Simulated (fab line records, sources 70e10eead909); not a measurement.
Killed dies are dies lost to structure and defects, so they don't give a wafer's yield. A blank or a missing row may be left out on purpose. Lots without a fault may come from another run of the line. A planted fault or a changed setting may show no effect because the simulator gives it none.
Which tool did it? | flow nand_harc | 24 lots, 72 wafers sampled, at 5 steps of a route of 1159

WHAT THE GAUGES READ, wafer by wafer
NHARC_A_CONTACT_CD_MEAS_15. Usual: cd_nm 90.0 nm, standard deviation 0.82.
lot  | measured     | on        | cd_nm (nm)     | flag
L075 | day 16 21:47 | cd_sem-03 | 91.2 90.6 91.1 |
L074 | day 17 03:42 | cd_sem-01 | 89.4 89.7 90.8 |
L077 | day 17 08:37 | cd_sem-01 | 89.4 89.5 89.0 |
L076 | day 17 09:47 | cd_sem-01 | 89.8 89.8 89.2 |
L078 | day 18 04:03 | cd_sem-02 | 89.5 89.3 91.4 |
L080 | day 18 14:50 | cd_sem-02 | 89.7 89.0 89.4 |
L079 | day 18 19:49 | cd_sem-02 | 89.0 89.9 89.2 |
L082 | day 18 23:00 | cd_sem-01 | 89.7 89.3 89.8 |
L081 | day 19 01:17 | cd_sem-02 | 90.8 90.3 90.4 |
L084 | day 19 09:19 | cd_sem-01 | 91.1 90.7 90.3 |
L083 | day 19 11:53 | cd_sem-02 | 89.7 89.5 89.4 |
L085 | day 20 00:44 | cd_sem-01 | 88.5 89.9 88.6 |
L087 | day 20 01:54 | cd_sem-01 | 90.1 90.0 89.7 |
L086 | day 20 04:30 | cd_sem-02 | 90.3 91.1 91.7 |
L088 | day 20 07:57 | cd_sem-03 | 88.5 88.9 88.8 |
L090 | day 20 20:19 | cd_sem-01 | 89.2 89.1 89.8 |
L089 | day 21 00:13 | cd_sem-03 | 90.1 88.9 89.1 |
L092 | day 21 05:47 | cd_sem-02 | 90.5 90.6 91.6 |
L091 | day 21 07:45 | cd_sem-02 | 90.7 92.1 91.0 |
L093 | day 21 19:25 | cd_sem-03 | 89.3 90.3 89.6 |
L094 | day 21 20:02 | cd_sem-03 | 90.2 90.1 90.0 |
L096 | day 22 04:55 | cd_sem-02 | 90.7 90.8 89.8 |
L097 | day 22 06:23 | cd_sem-01 | 90.2 89.4 89.1 |
L095 | day 22 07:47 | cd_sem-01 | 90.5 91.4 90.1 |

NHARC_A_BLC_OVL_MEAS_11. Usual: overlay_x_nm 0.0 nm, standard deviation 0.97; overlay_y_nm 0.3 nm, standard deviation 0.86.
lot  | measured     | on         | overlay_x_nm (nm) | overlay_y_nm (nm) | flag
L075 | day 17 08:02 | overlay-02 | 1.2 0.8 0.8       | -0.4 -0.4 0.2     |
L074 | day 17 13:53 | overlay-01 | 1.4 1.6 1.9       | 0.6 1.0 0.3       |
L077 | day 17 16:25 | overlay-01 | 0.1 -0.4 -0.1     | 0.7 0.4 0.4       |
L076 | day 17 17:35 | overlay-02 | 0.8 0.6 0.7       | 1.7 1.4 1.9       |
L078 | day 18 10:38 | overlay-02 | -0.5 -0.3 -0.4    | 1.0 0.7 0.1       |
L080 | day 18 17:50 | overlay-01 | -0.9 -0.8 -1.0    | 1.5 1.4 1.4       |
L079 | day 19 05:08 | overlay-02 | 0.5 0.6 0.3       | 0.9 0.4 0.7       |
L082 | day 19 05:46 | overlay-01 | 0.7 0.8 0.9       | -1.4 -1.1 -0.6    |
L081 | day 19 06:52 | overlay-02 | 1.9 2.8 1.4       | -0.8 -1.4 -0.7    |
L084 | day 19 12:26 | overlay-02 | -1.6 -1.3 -0.7    | 0.3 0.0 0.0       |
L083 | day 19 18:55 | overlay-01 | 0.4 -0.2 0.4      | -0.5 -0.9 -0.1    |
L085 | day 20 03:44 | overlay-01 | 0.5 0.7 0.3       | 0.6 0.9 0.1       |
L087 | day 20 04:56 | overlay-01 | -1.1 -1.0 -1.5    | -0.3 0.4 0.2      |
L086 | day 20 10:51 | overlay-01 | -1.0 -1.4 -0.9    | -0.6 -0.2 -0.2    |
L088 | day 20 12:00 | overlay-01 | -1.4 -1.6 -1.6    | 0.0 1.3 0.6       |
L090 | day 21 00:16 | overlay-02 | -0.7 -1.1 -0.4    | 0.3 0.1 0.1       |
L089 | day 21 05:49 | overlay-02 | -1.5 -1.2 -1.0    | 1.4 1.2 1.5       |
L092 | day 21 12:53 | overlay-02 | 0.3 0.6 0.8       | -1.0 -0.6 -0.8    |
L091 | day 21 16:56 | overlay-01 | 0.6 1.4 1.1       | -0.4 0.2 0.5      |
L093 | day 22 02:04 | overlay-02 | 1.0 1.1 0.5       | 0.9 0.9 0.7       |
L094 | day 22 02:49 | overlay-02 | -0.2 -0.8 -0.2    | 1.5 1.1 1.3       |
L096 | day 22 07:58 | overlay-01 | 0.3 0.1 0.5       | 0.7 1.5 1.3       |
L097 | day 22 09:25 | overlay-01 | -0.3 -0.1 -0.1    | -1.8 -1.4 -1.3    |
L095 | day 22 11:01 | overlay-02 | -0.3 0.2 -0.2     | 0.7 1.3 1.0       |

NHARC_A_BLC_INSPECT_28. Usual: raw_defect_count 442, standard deviation 140.
lot  | measured     | on                | raw_defect_count | flag
L075 | day 17 16:12 | defect_inspect-01 | 623 671 567      |
L074 | day 17 17:49 | defect_inspect-01 | 371 584 465      |
L077 | day 17 22:32 | defect_inspect-01 | 323 468 587      |
L076 | day 17 23:21 | defect_inspect-02 | 285 243 307      |
L078 | day 18 13:41 | defect_inspect-02 | 366 368 380      |
L080 | day 19 01:08 | defect_inspect-02 | 341 414 410      |
L079 | day 19 09:59 | defect_inspect-01 | 663 492 464      |
L082 | day 19 10:25 | defect_inspect-01 | 309 511 297      |
L081 | day 19 10:33 | defect_inspect-01 | 578 835 480      |
L084 | day 19 18:49 | defect_inspect-02 | 342 353 320      |
L083 | day 19 22:29 | defect_inspect-02 | 699 571 542      |
L085 | day 20 10:45 | defect_inspect-01 | 245 253 238      |
L087 | day 20 10:58 | defect_inspect-01 | 392 427 385      |
L086 | day 20 13:58 | defect_inspect-02 | 344 328 436      |
L088 | day 20 15:07 | defect_inspect-02 | 314 252 280      |
L090 | day 21 11:35 | defect_inspect-01 | 290 300 344      |
L089 | day 21 12:46 | defect_inspect-02 | 272 394 508      |
L092 | day 21 16:44 | defect_inspect-01 | 349 264 303      |
L091 | day 22 00:47 | defect_inspect-01 | 1163 543 407     |
L093 | day 22 05:16 | defect_inspect-01 | 563 440 437      |
L094 | day 22 05:53 | defect_inspect-02 | 433 352 575      |
L096 | day 22 11:04 | defect_inspect-02 | 351 410 544      |
L097 | day 22 12:37 | defect_inspect-02 | 365 280 613      |
L095 | day 22 15:29 | defect_inspect-02 | 494 432 412      |

WHICH TOOL RAN EACH LOT (tool, then ch and the chambers of the sampled wafers, then the start)
lot  | NHARC_A_BLC_ETCH_17                           | NHARC_A_BLC_STRIP_21
L075 | rie_diel-03 ch 0,2,3, day 17 09:17 or earlier | rie_diel-07 ch 0,1,2, day 17 09:17
L074 | rie_diel-13 ch 2,3, day 17 15:08 or earlier   | rie_diel-07 ch 0,1,3, day 17 15:08
L077 | rie_diel-13 ch 0,1, day 17 17:42 or earlier   | rie_diel-03 ch 0,3, day 17 17:42
L076 | rie_diel-13 ch 0,1, day 17 19:09 or earlier   | rie_diel-07 ch 1,2,3, day 17 19:09
L078 | rie_diel-07 ch 0,1, day 18 11:55 or earlier   | rie_diel-03 ch 1,2,3, day 18 11:55
L080 | rie_diel-13 ch 0,2,3, day 18 19:04 or earlier | rie_diel-07 ch 1,2,3, day 18 19:04
L079 | rie_diel-03 ch 1,2,3, day 19 06:23 or earlier | rie_diel-13 ch 0,2, day 19 06:23
L082 | rie_diel-07 ch 0,1,2, day 19 07:22 or earlier | rie_diel-07 ch 0,1,2, day 19 07:22
L081 | rie_diel-13 ch 2,3, day 19 08:07 or earlier   | rie_diel-03 ch 0,1,2, day 19 08:07
L084 | rie_diel-07 ch 0,1,2, day 19 13:40 or earlier | rie_diel-07 ch 0,2,3, day 19 13:40
L083 | rie_diel-03 ch 1,2,3, day 19 20:22 or earlier | rie_diel-03 ch 1,3, day 19 20:22
L085 | rie_diel-07 ch 0,1,2, day 20 04:59 or earlier | rie_diel-03 ch 0,1,3, day 20 04:59
L087 | rie_diel-07 ch 1,2,3, day 20 06:11 or earlier | rie_diel-03 ch 0,2,3, day 20 06:11
L086 | rie_diel-03 ch 1,3, day 20 12:11 or earlier   | rie_diel-07 ch 1,3, day 20 12:11
L088 | rie_diel-07 ch 0,1,3, day 20 13:18 or earlier | rie_diel-03 ch 0,1,2, day 20 13:18
L090 | rie_diel-13 ch 0,2, day 21 00:47              | rie_diel-13 ch 0,2, day 21 02:16
L089 | rie_diel-07 ch 0,2,3, day 21 07:05 or earlier | rie_diel-03 ch 0,2, day 21 07:05
L092 | rie_diel-03 ch 0,1,2, day 21 14:07 or earlier | rie_diel-03 ch 0,1, day 21 14:07
L091 | rie_diel-07 ch 0,1, day 21 18:11 or earlier   | rie_diel-03 ch 0,2, day 21 18:11
L093 | rie_diel-03 ch 0,1,3, day 22 03:18 or earlier | rie_diel-03 ch 0,2,3, day 22 03:18
L094 | rie_diel-07 ch 1,2,3, day 22 04:04 or earlier | rie_diel-07 ch 1,2,3, day 22 04:04
L096 | rie_diel-03 ch 1,2,3, day 22 09:13 or earlier | rie_diel-07 ch 1,3, day 22 09:13
L097 | rie_diel-03 ch 0,2,3, day 22 10:41 or earlier | rie_diel-07 ch 0,1,2, day 22 10:41
L095 | rie_diel-03 ch 2,3, day 22 12:16 or earlier   | rie_diel-13 ch 0,2, day 22 12:16
- NHARC_A_BLC_ETCH_17: etches the open film in N2/H2, target depth 390 nm, time 609.38 s.
- NHARC_A_BLC_STRIP_21: strips in O2.

WHAT THE TOOLS THEMSELVES READ (means of the sampled wafers that have a number; where no wafer has one, the mark that the record gives instead)
NHARC_A_BLC_ETCH_17. Usual: drypump_motor_current_A 5.6 A, standard deviation 0.52; oes_product_au 0.998 a.u., standard deviation 0.016; rf_vpp_V 430.5 V, standard deviation 2.9; showerhead_plenum_p_Torr 2.04 Torr, standard deviation 0.1; throttle_valve_pct 14.171 %, standard deviation 0.0079.
lot  | tool        | drypump_motor_current_A (A) | oes_product_au (a.u.) | rf_vpp_V (V) | showerhead_plenum_p_Torr (Torr) | throttle_valve_pct (%) | flag
L075 | rie_diel-03 | 5.1                         | 1.006                 | 432.1        | 2.11                            | 14.172                 |
L074 | rie_diel-13 | 5.4                         | 0.998                 | 429.7        | 2.00                            | 14.177                 |
L077 | rie_diel-13 | 6.3                         | 1.014                 | 432.8        | 2.14                            | 14.174                 |
L076 | rie_diel-13 | 6.3                         | 1.014                 | 433.5        | 2.14                            | 14.169                 |
L078 | rie_diel-07 | 6.2                         | 0.993                 | 426.0        | 1.89                            | 14.168                 |
L080 | rie_diel-13 | 5.8                         | 1.007                 | 431.2        | 2.07                            | 14.170                 |
L079 | rie_diel-03 | 5.1                         | 0.976                 | 433.3        | 2.11                            | 14.174                 |
L082 | rie_diel-07 | 6.1                         | 0.994                 | 427.6        | 1.93                            | 14.170                 |
L081 | rie_diel-13 | 5.3                         | 1.012                 | 429.9        | 2.02                            | 14.161                 |
L084 | rie_diel-07 | 6.1                         | 0.996                 | 428.6        | 1.93                            | 14.175                 |
L083 | rie_diel-03 | 5.1                         | 0.979                 | 431.9        | 2.11                            | 14.178                 |
L085 | rie_diel-07 | 6.0                         | 0.995                 | 427.4        | 1.93                            | 14.174                 |
L087 | rie_diel-07 | 5.8                         | 0.994                 | 429.0        | 2.01                            | 14.174                 |
L086 | rie_diel-03 | 5.1                         | 0.985                 | 433.4        | 2.13                            | 14.175                 |
L088 | rie_diel-07 | 6.0                         | 0.996                 | 427.9        | 1.98                            | 14.168                 |
L090 | rie_diel-13 | 5.7                         | 1.021                 | 431.9        | 2.08                            | 14.164                 |
L089 | rie_diel-07 | 5.9                         | 1.012                 | 430.0        | 2.02                            | 14.176                 |
L092 | rie_diel-03 | 5.3                         | 0.989                 | 430.5        | 2.05                            | 14.171                 |
L091 | rie_diel-07 | 6.2                         | 1.001                 | 426.4        | 1.90                            | 14.183                 |
L093 | rie_diel-03 | 5.3                         | 0.992                 | 429.4        | 2.07                            | 14.169                 |
L094 | rie_diel-07 | 5.8                         | 1.002                 | 429.6        | 2.01                            | 14.166                 |
L096 | rie_diel-03 | 5.1                         | 0.987                 | 432.5        | 2.11                            | 14.167                 |
L097 | rie_diel-03 | 5.1                         | 0.997                 | 432.6        | 2.11                            | 14.169                 |
L095 | rie_diel-03 | 4.9                         | 0.996                 | 433.5        | 2.14                            | 14.173                 |

NHARC_A_BLC_STRIP_21. Usual: drypump_motor_current_A 5.6 A, standard deviation 0.48; oes_product_au 0.996 a.u., standard deviation 0.015; rf_vpp_V 57.8 V, standard deviation 0.89; showerhead_plenum_p_Torr 3.53 Torr, standard deviation 0.15; throttle_valve_pct 17.036 %, standard deviation 0.0095.
lot  | tool        | drypump_motor_current_A (A) | oes_product_au (a.u.) | rf_vpp_V (V) | showerhead_plenum_p_Torr (Torr) | throttle_valve_pct (%) | flag
L075 | rie_diel-07 | 6.1                         | 0.995                 | 57.4         | 3.37                            | 17.029                 |
L074 | rie_diel-07 | 6.0                         | 0.996                 | 57.2         | 3.44                            | 17.037                 |
L077 | rie_diel-03 | 5.4                         | 1.012                 | 58.7         | 3.58                            | 17.043                 |
L076 | rie_diel-07 | 5.9                         | 0.994                 | 57.2         | 3.49                            | 17.039                 |
L078 | rie_diel-03 | 5.1                         | 0.982                 | 57.9         | 3.64                            | 17.036                 |
L080 | rie_diel-07 | 5.8                         | 0.998                 | 58.1         | 3.49                            | 17.037                 |
L079 | rie_diel-13 | 5.7                         | 1.032                 | 58.3         | 3.61                            | 17.041                 |
L082 | rie_diel-07 | 6.1                         | 0.998                 | 57.1         | 3.37                            | 17.045                 |
L081 | rie_diel-03 | 5.3                         | 0.988                 | 57.8         | 3.54                            | 17.033                 |
L084 | rie_diel-07 | 5.9                         | 1.008                 | 57.6         | 3.51                            | 17.036                 |
L083 | rie_diel-03 | 5.3                         | 0.976                 | 57.9         | 3.57                            | 17.037                 |
L085 | rie_diel-03 | 5.3                         | 0.994                 | 57.5         | 3.57                            | 17.040                 |
L087 | rie_diel-03 | 5.1                         | 0.999                 | 57.0         | 3.63                            | 17.026                 |
L086 | rie_diel-07 | 6.0                         | 0.991                 | 58.6         | 3.42                            | 17.033                 |
L088 | rie_diel-03 | 5.3                         | 0.992                 | 57.8         | 3.54                            | 17.042                 |
L090 | rie_diel-13 | 5.7                         | 1.014                 | 58.2         | 3.60                            | 17.031                 |
L089 | rie_diel-03 | 5.1                         | 0.984                 | 58.1         | 3.60                            | 17.038                 |
L092 | rie_diel-03 | 5.6                         | 0.998                 | 57.4         | 3.48                            | 17.037                 |
L091 | rie_diel-03 | 5.4                         | 0.993                 | 57.7         | 3.54                            | 17.035                 |
L093 | rie_diel-03 | 5.1                         | 0.991                 | 57.8         | 3.63                            | 17.036                 |
L094 | rie_diel-07 | 5.9                         | 0.999                 | 58.5         | 3.49                            | 17.039                 |
L096 | rie_diel-07 | 6.0                         | 0.999                 | 57.3         | 3.42                            | 17.041                 |
L097 | rie_diel-07 | 6.1                         | 0.990                 | 56.5         | 3.36                            | 17.025                 |
L095 | rie_diel-13 | 5.7                         | 1.015                 | 57.2         | 3.59                            | 17.030                 |

THE ANSWER, worked out from the rows above alone
Rule: a lot is off if the mean of its wafers that have a number lies more than 3 standard deviations from the usual mean. A lot without any number at a reading at which 4 lots or more have one is off too. The other lots that the step has rows for count as sound. The gauges are gone through in route order, then the tools' own readings, and for those a lot's mean is taken as printed above. The first step at which some lot is off is used, and at that step the reading that is off furthest; a lot without a number counts as furthest.
No lot is off at any reading shown: from this, nothing can be told.

WHAT THE SIMULATOR HAD PUT IN
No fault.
